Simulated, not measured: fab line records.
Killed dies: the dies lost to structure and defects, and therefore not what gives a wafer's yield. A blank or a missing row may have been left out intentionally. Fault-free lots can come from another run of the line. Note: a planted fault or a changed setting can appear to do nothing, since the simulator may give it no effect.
Which of the tools did it?	flow nand_harc	12 lots, 33 wafers sampled, at 5 steps of a route of 1159

WHAT EACH GAUGE READ, for each wafer
NHARC_END_SORT_01. Usual: killed_at_array 27, standard deviation 11; killed_at_other 0.7, standard deviation 1.1; killed_at_periphery 3.4, standard deviation 2.1; killed_dies 31, standard deviation 12; killed_open 3.6, standard deviation 2; killed_short 2.0, standard deviation 1.3.
lot	measured	on	killed_at_array	killed_at_other	killed_at_periphery	killed_dies	killed_open	killed_short	flag
L837	day 19 04:53	prober-02	16 13 14	1 0 0	3 2 7	20 15 21	4 2 6	2 4 2	
L853	day 23 15:34	prober-02	28	1	3	32	3	4	
L856	day 23 22:35	prober-02	28	0	7	35	4	1	
L858	day 24 05:10	prober-02	32 42 41	0 0 0	0 3 1	32 45 42	2 5 3	1 2 1	

TOOL THAT RAN EACH LOT (tool first, then ch and the chambers of the sampled wafers, then the start)
lot	NHARC_A_CHANNEL_FILL_D1_ALD_03	NHARC_A_CHANNEL_FILL_D1_ETCHBACK_08	NHARC_A_STAIRCASE_ETCH_169	NHARC_A_STAIRCASE_ETCH_170
L837	ald_sin_batch-02 ch 0, day 10 19:16 or earlier	rie_diel-11 ch 0,2,3, day 10 19:16 or earlier	rie_diel-02 ch 0,1, day 10 19:16	rie_diel-02 ch 0,1, day 10 19:23
L838	ald_sin_batch-02 ch 0, day 11 03:22 or earlier	rie_diel-11 ch 1,3, day 11 03:22 or earlier	rie_diel-01 ch 1,2, day 11 03:22	rie_diel-01 ch 1,3, day 11 03:28
L839	ald_sin_batch-01 ch 0, day 11 06:54 or earlier	rie_diel-11 ch 1,3, day 11 06:54 or earlier	rie_diel-04 ch 2,3, day 11 06:54	rie_diel-04 ch 0,1,2, day 11 07:02
L843	ald_sin_batch-02 ch 0, day 11 23:23 or earlier	rie_diel-11 ch 1,3, day 11 23:23 or earlier	rie_diel-02 ch 0,3, day 11 23:23	rie_diel-02 ch 0,3, day 11 23:32
L844	ald_sin_batch-02 ch 0, day 11 23:38 or earlier	rie_diel-12 ch 2,3, day 11 23:38 or earlier	rie_diel-01 ch 1,2,3, day 11 23:38	rie_diel-01 ch 0,1,3, day 11 23:56
L847	ald_sin_batch-01 ch 0, day 13 12:14 or earlier	rie_diel-11 ch 0,1,3, day 13 12:14 or earlier	rie_diel-02 ch 1,2, day 13 12:14	rie_diel-02 ch 0,2,3, day 13 12:22
L853	ald_sin_batch-02 ch 0, day 14 14:43 or earlier	rie_diel-09 ch 3, day 14 14:43 or earlier	rie_diel-04 ch 2,3, day 14 14:43	rie_diel-04 ch 0,2, day 14 14:52
L855	ald_sin_batch-01 ch 0, day 14 15:00 or earlier	rie_diel-12 ch 0,3, day 14 15:00 or earlier	rie_diel-04 ch 0,1, day 14 15:00	rie_diel-04 ch 1,3, day 14 15:08
L856	ald_sin_batch-02 ch 0, day 15 07:47 or earlier	rie_diel-11 ch 0,1, day 15 07:47 or earlier	rie_diel-04 ch 1,3, day 15 07:47	rie_diel-04 ch 2,3, day 15 08:25
L858	ald_sin_batch-03 ch 0, day 15 22:13 or earlier	rie_diel-11 ch 1,2,3, day 15 22:13 or earlier	rie_diel-01 ch 0,2,3, day 15 22:13	rie_diel-01 ch 0,1,3, day 15 22:20
L860	ald_sin_batch-02 ch 0, day 16 01:16 or earlier	rie_diel-09 ch 1,3, day 16 01:16 or earlier	rie_diel-01 ch 0,1,3, day 16 01:16	rie_diel-01 ch 0,1, day 16 01:23
L859	ald_sin_batch-02 ch 0, day 16 09:45 or earlier	rie_diel-11 ch 0,1,3, day 16 09:45 or earlier	rie_diel-02 ch 0,1, day 16 09:45	rie_diel-02 ch 1,2, day 16 09:52
- NHARC_A_CHANNEL_FILL_D1_ALD_03: deposits SiNx, target thk 6 nm, pulse time 60 s, ald cycles 58.
- NHARC_A_CHANNEL_FILL_D1_ETCHBACK_08: etches the open film in C4F8, target depth 220 nm, time 110 s.
- NHARC_A_STAIRCASE_ETCH_169: etches the open film in CH3F/O2, target depth 50 nm, time 107.1 s.
- NHARC_A_STAIRCASE_ETCH_170: etches the open film in C4F6/O2, target depth 200 nm, time 66.667 s.

WHAT THE TOOLS THEMSELVES READ (means of the sampled wafers that have a number; where no wafer has one, the mark that the record gives instead)
NHARC_A_CHANNEL_FILL_D1_ALD_03. Usual: precursor_pulse_height_rel at 0.999, with a standard deviation of 0.019.
lot	tool	precursor_pulse_height_rel	flag
L837	ald_sin_batch-02	0.980	
L838	ald_sin_batch-02	1.002	
L839	ald_sin_batch-01	1.002	
L843	ald_sin_batch-02	1.022	
L844	ald_sin_batch-02	0.990	
L847	ald_sin_batch-01	0.977	
L853	ald_sin_batch-02	1.007	
L855	ald_sin_batch-01	1.011	
L856	ald_sin_batch-02	0.990	
L858	ald_sin_batch-03	1.024	
L860	ald_sin_batch-02	0.997	
L859	ald_sin_batch-02	1.005	

NHARC_A_CHANNEL_FILL_D1_ETCHBACK_08. Usual: oes_product_au 0.95 a.u., standard deviation 0.037; rf_vpp_V 439.5 V, standard deviation 2.3.
lot	tool	oes_product_au (a.u.)	rf_vpp_V (V)	flag
L837	rie_diel-11	0.97	440.8	
L838	rie_diel-11	1.01	439.1	
L839	rie_diel-11	0.93	438.0	
L843	rie_diel-11	1.01	438.3	
L844	rie_diel-12	1.00	438.8	
L847	rie_diel-11	1.00	441.8	
L853	rie_diel-09	0.93	437.0	
L855	rie_diel-12	1.01	439.9	
L856	rie_diel-11	0.94	442.0	
L858	rie_diel-11	0.92	438.1	
L860	rie_diel-09	0.99	437.7	
L859	rie_diel-11	0.93	440.3	

NHARC_A_STAIRCASE_ETCH_169. Usual: ch3f_flow_sccm 50.00 sccm, standard deviation 0.14; drypump_motor_current_A 5.5 A, standard deviation 0.44; oes_product_au 0.953 a.u., standard deviation 0.019; rf_vpp_V 243.8 V, standard deviation 1.4; run_length_s 128.3 s, standard deviation 0.49; showerhead_plenum_p_Torr 2.42 Torr, standard deviation 0.087; throttle_valve_pct 20.663 %, standard deviation 0.0094.
lot	tool	ch3f_flow_sccm (sccm)	drypump_motor_current_A (A)	oes_product_au (a.u.)	rf_vpp_V (V)	run_length_s (s)	showerhead_plenum_p_Torr (Torr)	throttle_valve_pct (%)	flag
L837	rie_diel-02	49.98	5.7	0.964	244.5	128.0	2.48	20.665	
L838	rie_diel-01	49.89	5.7	0.962	242.9	128.1	2.36	20.672	
L839	rie_diel-04	49.96	5.6	0.983	243.5	128.8	2.41	20.659	
L843	rie_diel-02	49.93	5.6	0.946	242.7	128.5	2.46	20.662	
L844	rie_diel-01	49.90	5.4	0.936	242.5	128.3	2.39	20.657	
L847	rie_diel-02	50.08	5.3	0.939	241.6	128.6	2.35	20.666	
L853	rie_diel-04	50.08	5.5	0.962	242.9	128.5	2.39	20.652	
L855	rie_diel-04	49.92	5.3	0.962	244.7	128.7	2.46	20.651	
L856	rie_diel-04	49.94	5.1	0.958	243.9	127.8	2.40	20.668	
L858	rie_diel-01	50.01	5.8	0.966	244.0	128.2	2.38	20.661	
L860	rie_diel-01	50.01	5.4	0.966	244.9	128.3	2.48	20.657	
L859	rie_diel-02	49.85	5.7	0.976	243.7	127.8	2.46	20.653	

NHARC_A_STAIRCASE_ETCH_170. Usual: drypump_motor_current_A 5.5 A, standard deviation 0.45; oes_product_au 0.974 a.u., standard deviation 0.016; rf_vpp_V 545.3 V, standard deviation 2.8; run_length_s 87.9 s, standard deviation 0.47; showerhead_plenum_p_Torr 3.85 Torr, standard deviation 0.13; throttle_valve_pct 26.904 %, standard deviation 0.0085.
lot	tool	drypump_motor_current_A (A)	oes_product_au (a.u.)	rf_vpp_V (V)	run_length_s (s)	showerhead_plenum_p_Torr (Torr)	throttle_valve_pct (%)	flag
L837	rie_diel-02	5.8	0.973	546.7	87.6	3.92	26.909	
L838	rie_diel-01	5.2	0.967	546.0	87.8	3.88	26.909	
L839	rie_diel-04	5.5	0.986	547.0	88.2	3.92	26.894	
L843	rie_diel-02	5.6	0.973	546.0	88.2	3.91	26.902	
L844	rie_diel-01	5.4	0.980	543.6	87.7	3.78	26.904	
L847	rie_diel-02	5.5	0.943	544.0	88.3	3.82	26.902	
L853	rie_diel-04	5.8	0.974	546.5	90.2	3.89	26.895	OFF
L855	rie_diel-04	5.2	0.976	545.3	91.0	3.83	26.896	OFF
L856	rie_diel-04	5.6	0.980	544.7	91.5	3.81	26.897	OFF
L858	rie_diel-01	5.4	0.975	547.0	87.7	3.95	26.902	
L860	rie_diel-01	5.2	0.971	548.7	88.0	4.04	26.908	
L859	rie_diel-02	5.4	1.000	549.2	87.8	4.05	26.902	

THE ANSWER, worked out from the rows above alone
Rule: a lot counts as off when the mean over its wafers that have a number is more than 3 standard deviations away from the usual mean. A lot without any number at a reading at which 4 lots or more have one is off too. Any other lot the step has rows for is counted as sound. The gauges are gone through in route order, then the tools' own readings, and for those a lot's mean is taken as printed above. The first step at which some lot is off is used, and at that step the reading that is off furthest; a lot without a number counts as furthest.
Off: L853, L855, L856 (NHARC_A_STAIRCASE_ETCH_170, run_length_s).
If a tool, at that step or one of the process steps before it, ran each lot that is off and ran no sound lot following the first of them, it fits. With no start given for some of its lots, NHARC_A_CHANNEL_FILL_D1_ALD_03 uses the hours and lot order of NHARC_A_STAIRCASE_ETCH_169. With no start given for some of its lots, NHARC_A_CHANNEL_FILL_D1_ETCHBACK_08 uses the hours and lot order of NHARC_A_STAIRCASE_ETCH_169. One fits: NHARC_A_STAIRCASE_ETCH_169 and NHARC_A_STAIRCASE_ETCH_170 on rie_diel-04. At NHARC_A_STAIRCASE_ETCH_169 its last sound lot is L839 (day 11 06:54), its first lot that is off L853 (day 14 14:43): a fault that began between those two fits.

WHAT WAS PUT IN BY THE SIMULATOR
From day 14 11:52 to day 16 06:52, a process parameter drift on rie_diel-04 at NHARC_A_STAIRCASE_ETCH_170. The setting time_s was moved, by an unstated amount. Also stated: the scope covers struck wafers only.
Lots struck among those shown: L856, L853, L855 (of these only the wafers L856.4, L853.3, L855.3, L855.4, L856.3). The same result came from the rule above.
